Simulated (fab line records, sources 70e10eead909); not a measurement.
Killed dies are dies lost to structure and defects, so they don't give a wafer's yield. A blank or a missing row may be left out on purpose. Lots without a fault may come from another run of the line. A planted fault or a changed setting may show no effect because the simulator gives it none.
fab line records | flow nand_harc
record lots=13 wafers=39 last_day=24
route steps=1159 shown P_GATE@205 P_CONTACT@234 END@1159
lots that met no fault: from a run of the same line without faults
start_h: hours from the record's first day to the start of the lot's first wafer shown | wait_h: hours since the lot's step before | " the same as in the row above | L1.1+2: a row that stands for several wafers | - no value, or no start given | * or withheld: withheld | < > ~ a bound
route shown NAME@n: a module of which the file shows steps, and the number in the route of the first | usual: mean/standard deviation of fault-free wafers | same: alike in all rows | chamber/n: place in a boat | sites: the reading at each site | _std_site: their standard deviation | _edge_site: outer sites' mean less inner sites' | radius_mm: how far each site lies from the wafer's centre | mask NAME#n: copy n | behind: the tool/chamber that last shaped the wafer | hold: why the lot was held/for how many hours/how that ended | device: the transistor (n, p or np) that didn't switch | end of line: the same wafers' tests at the end of the route | a step without rows: its recipe alone | killed: dies lost to structure and defects at the first sort, not the wafer's yield | map: a wafer's dies, x killed, . not, _ none there
set.NAME: the setting as run; set.NAME@STEP: as run at that earlier step | model.NAME: the simulator's own value behind a step, which no gauge read
steps of the route over a sample of lots; a table a step, a row a wafer
services: from which hour (start_h, from the record's first day; less than 0 if before it) a tool's chamber was out of use, for how many hours, and why
## steps
# step NHARC_P_GATE_STRIP_95
# recipe power_w=1500 temp_c=250 chemistry=O2
# usual drypump_motor_current_A=5.7/0.43 heater_power_w=346/31
# columns lot.wafer tool chamber start_h wait_h drypump_motor_current_A heater_power_w rf_hours_counter_h
L167.2 plasma_asher-02 0 105.29 0.6 5.7 348 32
L167.3 " 1 " " 5.2 301 -
L167.6 " 0 " " 5.8 349 -
L169.2 plasma_asher-02 0 121.01 0.5 5.7 354 37
L169.5 " 1 " " 5.2 309 -
L169.6 " 0 " " 5.7 343 -
L168.4 plasma_asher-02 1 121.79 0.4 5.2 304 -
L168.3 " 0 " " 5.7 345 -
L168.5 " 1 " " 5.2 303 -
L171.3 plasma_asher-02 1 130.67 0.4 5.2 304 -
L171.4 " 0 " " 5.7 351 -
L171.5 " 0 " " 5.7 349 -
L173.1 plasma_asher-02 1 137.61 0.6 5.2 300 44
L173.6 " 1 " " 5.2 308 -
L173.5 " 0 " " 5.8 351 -
L176.2 plasma_asher-02 0 159.05 0.6 5.7 347 51
L176.4 " 0 " " 5.7 342 -
L176.3 " 1 " " 5.2 299 -
L175.2 plasma_asher-01 1 159.56 0.5 5.8 377 16
L175.4 " 0 " " 6.4 408 -
L175.6 " 0 " " 6.4 398 -
L178.1 plasma_asher-01 0 185.16 0.6 6.5 387 24
L178.5 " 0 " " 6.5 398 -
L178.6 " 1 " " 5.8 371 -
L179.2 plasma_asher-01 1 185.93 0.5 5.8 376 25
L179.3 " 1 " " 5.8 371 -
L179.5 " 1 " " 5.8 355 -
L182.2 plasma_asher-02 0 193.61 0.5 5.7 335 1
L182.3 " 1 " " 5.2 324 -
L182.5 " 0 " " 5.7 344 -
L181.2 plasma_asher-01 1 194.28 0.6 5.8 365 29
L181.4 " 0 " " 6.4 407 -
L181.5 " 1 " " 5.8 369 -
L184.1 plasma_asher-01 0 202.79 0.6 6.5 394 33
L184.5 " 0 " " 6.5 397 -
L184.6 " 1 " " 5.8 367 -
L189.2 plasma_asher-01 1 233.47 0.6 5.8 367 43
L189.1 " 0 " " 6.5 393 43
L189.3 " 0 " " 6.5 405 -
# step NHARC_P_CONTACT_INSPECT_14
# usual raw_defect_count=4.1/2.5
# columns lot.wafer tool chamber start_h wait_h raw_defect_count
L167.2 defect_inspect-02 - 108.75 0.0 4
L167.3 " - " " 3
L167.6 " - " " 3
L169.2 defect_inspect-02 - 124.84 0.0 1
L169.5 " - " " 4
L169.6 " - " " 4
L168.3 defect_inspect-02 - 125.68 0.0 4
L168.4 " - " " 3
L168.5 " - " " 2
L171.3 defect_inspect-01 - 134.24 0.0 2
L171.4 " - " " 1
L171.5 " - " " 2
L173.1 defect_inspect-02 - 141.14 0.0 6
L173.5 " - " " 4
L173.6 " - " " 2
L176.2 defect_inspect-01 - 162.55 0.0 3
L176.3 " - " " 0
L176.4 " - " " 3
L175.2 defect_inspect-02 - 163.69 0.0 3
L175.4 " - " " 7
L175.6 " - " " 6
L178.1 defect_inspect-01 - 188.72 0.0 0
L178.5 " - " " 6
L178.6 " - " " 4
L179.2 defect_inspect-02 - 189.68 0.0 6
L179.3 " - " " 11
L179.5 " - " " 10
L182.2 defect_inspect-01 - 197.82 0.0 3
L182.3 " - " " 2
L182.5 " - " " 4
L181.2 defect_inspect-01 - 198.41 0.0 4
L181.4 " - " " 2
L181.5 " - " " 2
L184.1 defect_inspect-02 - 206.60 0.0 4
L184.5 " - " " 3
L184.6 " - " " 4
L189.1 defect_inspect-02 - 237.26 0.0 2
L189.2 " - " " 4
L189.3 " - " " 1
# step NHARC_P_CONTACT_ETCH_31
# recipe target_depth_a=300 time_s=85.7 ion_energy_ev=120 over_etch_frac=1 ch3f_flow_sccm=50 o2_flow_sccm=30 ar_flow_sccm=200 rf_w=500 bias_w=100 chemistry=CH3F/O2
# usual drypump_motor_current_A=5.6/0.5 oes_product_au=0.983/0.01 rf_vpp_V=244.8/1.5 showerhead_plenum_p_Torr=2.50/0.085 throttle_valve_pct=20.663/0.009
# columns lot.wafer tool chamber start_h wait_h drypump_motor_current_A oes_product_au rf_hours_counter_h rf_vpp_V showerhead_plenum_p_Torr throttle_valve_pct
L167.3 rie_diel-03 2 109.92 - 5.0 0.996 5 241.3 2.38 20.640
L167.2 " 0 " " 6.0 0.984 6 245.8 2.56 20.651
L167.6 " 3 " " 5.0 0.972 - 244.5 2.43 20.686
L169.2 rie_diel-10 1 125.64 - 5.8 0.980 41 241.8 2.34 20.672
L169.6 " 1 " " 5.9 0.982 - 242.8 2.34 20.668
L169.5 " 2 " " 5.3 0.973 - 244.1 2.35 20.658
L168.3 rie_diel-03 2 126.49 - 5.1 1.004 7 242.5 2.38 20.664
L168.4 " 3 " " 5.0 0.984 8 243.8 2.43 20.670
L168.5 " 2 " " 5.1 0.994 - 242.1 2.38 20.674
L171.4 rie_diel-04 2 135.04 - 5.3 0.992 2 243.4 2.47 20.671
L171.3 " 0 " " 5.3 0.983 1 246.5 2.61 20.669
L171.5 " 2 " " 5.3 0.995 - 244.9 2.47 20.661
L173.1 rie_diel-04 3 141.96 - 6.5 0.987 2 245.2 2.48 20.678
L173.6 " 0 " " 5.4 0.988 - 246.3 2.61 20.660
L173.5 " 1 " " 5.2 0.978 - 246.6 2.62 20.674
L176.2 rie_diel-04 0 163.36 - 5.4 0.983 4 247.2 2.61 20.663
L176.4 " 1 " " 5.2 0.991 5 247.3 2.62 20.666
L176.3 " 2 " " 5.3 0.971 5 245.5 2.47 20.657
L175.2 rie_diel-04 3 164.55 - 6.5 0.983 5 244.8 2.48 20.684
L175.4 " 2 " " 5.3 0.992 - 246.1 2.47 20.656
L175.6 " 3 " " 6.5 0.996 - 244.6 2.48 20.645
L178.1 rie_diel-03 0 189.55 - 6.1 0.998 12 246.2 2.56 20.661
L178.6 " 0 " " 6.0 0.996 - 244.7 2.56 20.662
L178.5 " 1 " " 5.9 0.977 - 243.4 2.43 20.653
L179.3 rie_diel-03 3 190.50 - 5.0 0.963 13 242.5 2.43 20.645
L179.2 " 0 " " 6.1 0.987 13 246.6 2.56 20.655
L179.5 " 2 " " 5.0 0.672 - 242.4 2.38 20.674
L182.3 rie_diel-04 0 198.63 - 5.3 0.977 8 246.0 2.61 20.672
L182.2 " 2 " " 5.3 0.979 9 244.8 2.47 20.676
L182.5 " 0 " " 5.3 0.975 - 246.5 2.61 20.655
L181.4 rie_diel-03 1 199.22 - 5.9 0.979 13 243.1 2.44 20.670
L181.2 " 2 " " 5.0 0.665 13 242.8 2.38 20.664
L181.5 " 0 " " 6.0 0.977 - 246.8 2.56 20.653
L184.1 rie_diel-04 2 207.44 - 5.3 0.986 10 244.6 2.47 20.669
L184.6 " 3 " " 6.5 0.992 - 243.7 2.48 20.669
L184.5 " 0 " " 5.4 0.986 - 246.2 2.61 20.660
L189.1 rie_diel-04 0 238.06 - 5.4 0.975 13 245.3 2.60 20.661
L189.2 " 1 " " 5.2 0.978 12 246.7 2.62 20.648
L189.3 " 2 " " 5.3 0.973 13 243.8 2.47 20.675
# step NHARC_P_CONTACT_CMP_24
# recipe t_overpolish_s=30 target_thk_nm=200
# usual edge_zone_pressure_frac=1.000/0.0048 motor_current_A=12.9/1.5 overpolish_run_s=30.000/0.0089 time_to_endpoint_s=39.5/2.3
# columns lot.wafer tool chamber start_h wait_h edge_zone_pressure_frac motor_current_A overpolish_run_s time_to_endpoint_s
L167.3 cmp-03 2 117.74 0.4 0.996 10.6 29.994 38.2
L167.2 " 0 " " 0.994 14.4 29.991 38.9
L167.6 " 2 " " 1.003 10.7 29.990 39.5
L169.2 cmp-04 0 130.00 0.6 1.006 14.5 30.012 38.4
L169.5 " 2 " " 1.000 11.3 29.997 38.9
L169.6 " 3 " " 1.002 11.8 29.995 37.4
L168.3 cmp-04 0 130.13 0.3 0.997 15.3 30.006 39.1
L168.4 " 1 " " 0.999 14.5 30.006 38.3
L168.5 " 0 " " 1.000 14.5 30.008 41.2
L171.3 cmp-03 0 138.06 0.4 1.010 15.1 30.013 41.8
L171.4 " 3 " " 1.004 13.4 30.008 42.7
L171.5 " 0 " " 1.007 15.0 29.993 41.6
L173.1 cmp-03 2 143.96 0.5 0.993 10.5 29.995 36.8
L173.6 " 3 " " 1.003 14.4 30.005 41.4
L173.5 " 0 " " 0.994 15.1 29.997 37.8
L176.4 cmp-03 2 165.28 0.3 1.008 10.5 30.018 37.9
L176.2 " 3 " " 1.000 12.8 29.991 45.6
L176.3 " 1 " " 1.000 14.4 29.999 39.8
L175.4 cmp-04 1 170.30 0.3 1.004 15.2 29.998 40.6
L175.2 " 2 " " 0.992 11.4 29.997 41.2
L175.6 " 1 " " 1.005 13.7 29.994 38.6
L178.1 cmp-03 3 191.72 0.5 1.000 13.8 30.003 42.4
L178.6 " 0 " " 0.995 13.5 29.990 37.7
L178.5 " 1 " " 1.009 13.2 29.991 40.2
L179.2 cmp-04 1 192.50 0.5 0.996 14.9 30.009 38.3
L179.3 " 2 " " 0.991 11.4 30.006 38.8
L179.5 " 3 " " 1.012 11.9 30.001 38.4
L182.2 cmp-04 2 208.19 0.6 1.004 11.1 29.986 42.7
L182.3 " 3 " " 1.006 12.2 29.994 41.1
L182.5 " 3 " " 1.003 11.7 30.000 45.0
L181.4 cmp-02 3 208.73 0.3 1.004 13.1 29.996 35.8
L181.2 " 0 " " 1.001 11.7 30.004 39.7
L181.5 " 3 " " 1.001 12.7 30.000 38.3
L184.1 cmp-03 2 214.75 0.5 1.001 10.3 30.015 38.6
L184.6 " 0 " " 1.004 13.8 30.008 40.8
L184.5 " 1 " " 1.002 14.1 29.992 39.9
L189.2 cmp-02 2 240.12 0.6 1.001 11.6 30.004 37.6
L189.1 " 3 " " 0.991 13.4 29.991 36.3
L189.3 " 0 " " 0.996 12.2 29.996 39.4
# step NHARC_END_SORT_01
# recipe temp_c=25
# usual killed_at_array=24/7.4 killed_at_other=0.5/0.81 killed_at_periphery=3.4/2.3 killed_dies=28/8 killed_open=3.4/1.8 killed_short=2.0/1.4
# same gross_dies=677
# columns lot.wafer tool chamber start_h wait_h killed_at_array killed_at_other killed_at_periphery killed_dies killed_open killed_short
L184.5 prober-01 0 541.47 3.7 24 1 2 27 3 1
L184.6 prober-01 0 542.27 4.0 26 0 2 28 1 1
L182.2 prober-01 0 546.83 2.8 16 0 3 19 2 2
L182.3 prober-01 0 547.62 3.1 34 0 1 35 2 2
L182.5 prober-01 0 549.19 3.6 33 0 3 36 5 3
# killed by level:class
L184.5 A_CHANNEL_HOLE_D1:chamber_film_flake=10 A_CONTACT:chamber_film_flake=5 A_STAIRCASE:chamber_film_flake=3 A_M0:geometric_particle:open=2 P_STI:chamber_film_flake=2 A_ONON_D1:geometric_particle:open=1 A_CONTACT:geometric_particle:short=1 A_ZERO_WELL:chamber_film_flake=1
L184.6 A_CHANNEL_HOLE_D1:chamber_film_flake=15 A_CONTACT:chamber_film_flake=4 P_STI:chamber_film_flake=2 A_SGD_CUT:chamber_film_flake=2 A_ONON_D1:geometric_particle:open=1 A_WL_FILL:geometric_particle:short=1 A_STAIRCASE:chamber_film_flake=1 A_BLC:chamber_film_flake=1
L182.2 A_CHANNEL_HOLE_D1:chamber_film_flake=7 A_STAIRCASE:chamber_film_flake=3 A_STAIRCASE:geometric_particle:open=2 P_GATE:chamber_film_flake=2 P_CONTACT:geometric_particle:short=1 A_ONON_D1:geometric_particle:short=1 A_CHANNEL_FILL_D1:chamber_film_flake=1 A_CONTACT:chamber_film_flake=1
L182.3 A_CHANNEL_HOLE_D1:chamber_film_flake=26 A_CONTACT:chamber_film_flake=5 P_M0:geometric_particle:open=1 A_ONON_D1:geometric_particle:open=1 A_CHANNEL_FILL_D1:geometric_particle:short=1 A_SGD_CUT:geometric_particle:short=1
L182.5 A_CHANNEL_HOLE_D1:chamber_film_flake=17 A_STAIRCASE:chamber_film_flake=7 A_CONTACT:chamber_film_flake=4 A_CONTACT:geometric_particle:open=3 P_CONTACT:geometric_particle:open=2 P_M0:geometric_particle:short=1 A_CHANNEL_HOLE_D1:geometric_particle:short=1 A_WL_FILL:geometric_particle:short=1
## services
# columns tool chamber start_h hours kind
rie_diel-04 0 90.90 - clean
cmp-04 - 95.31 0.3 repair
plasma_asher-01 - 99.00 9.0 pm
cmp-04 - 105.08 4.0 pm
rie_diel-04 - 111.90 9.0 pm
cmp-03 - 126.18 1.3 repair
cmp-02 - 128.97 4.0 pm
cmp-02 - 140.09 0.9 repair
rie_diel-10 1 145.28 9.9 repair
cmp-03 - 156.16 4.0 pm
cmp-03 - 163.31 1.1 repair
rie_diel-04 1 164.15 6.1 repair
cmp-04 - 165.70 1.1 repair
cmp-03 - 166.27 9.4 repair
cmp-02 - 167.25 5.0 repair
rie_diel-03 - 171.30 5.9 repair
rie_diel-10 - 177.21 9.0 pm
plasma_asher-02 - 183.00 9.0 pm
rie_diel-10 3 190.81 8.8 repair
plasma_asher-02 - 197.29 1.3 repair
cmp-04 - 203.08 4.0 pm
cmp-03 - 211.65 0.4 repair
rie_diel-03 - 215.52 9.0 pm
cmp-02 - 226.97 4.0 pm
## key
first_sign step=NHARC_P_CONTACT_ETCH_31 reading=oes_product_au direction=down sigmas=30 usual=0.983 struck=0.669
effect none on later readings
met_at NHARC_P_CONTACT_ETCH_31
struck_lots L179,L181
struck_wafers L179.5,L181.2
tester_left_out L179,L181
not_acting_at NHARC_P_GATE_STRIP_95,NHARC_P_CONTACT_INSPECT_14,NHARC_P_CONTACT_CMP_24
onset_between 126.49 190.50
fault kind=process_parameter_drift tool=rie_diel-03 chamber=2 onset_h=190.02 steps=NHARC_P_CONTACT_ETCH_31 channel=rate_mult offset=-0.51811 shape=step end_h=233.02
# tester_left_out: of these lots the tester's yield and bins aren't shown, on N5 and GAA mostly nor the transistor test; their killed dies are dies lost to structure and defects alone, not to doping, threshold or leakage, so they don't give the yield
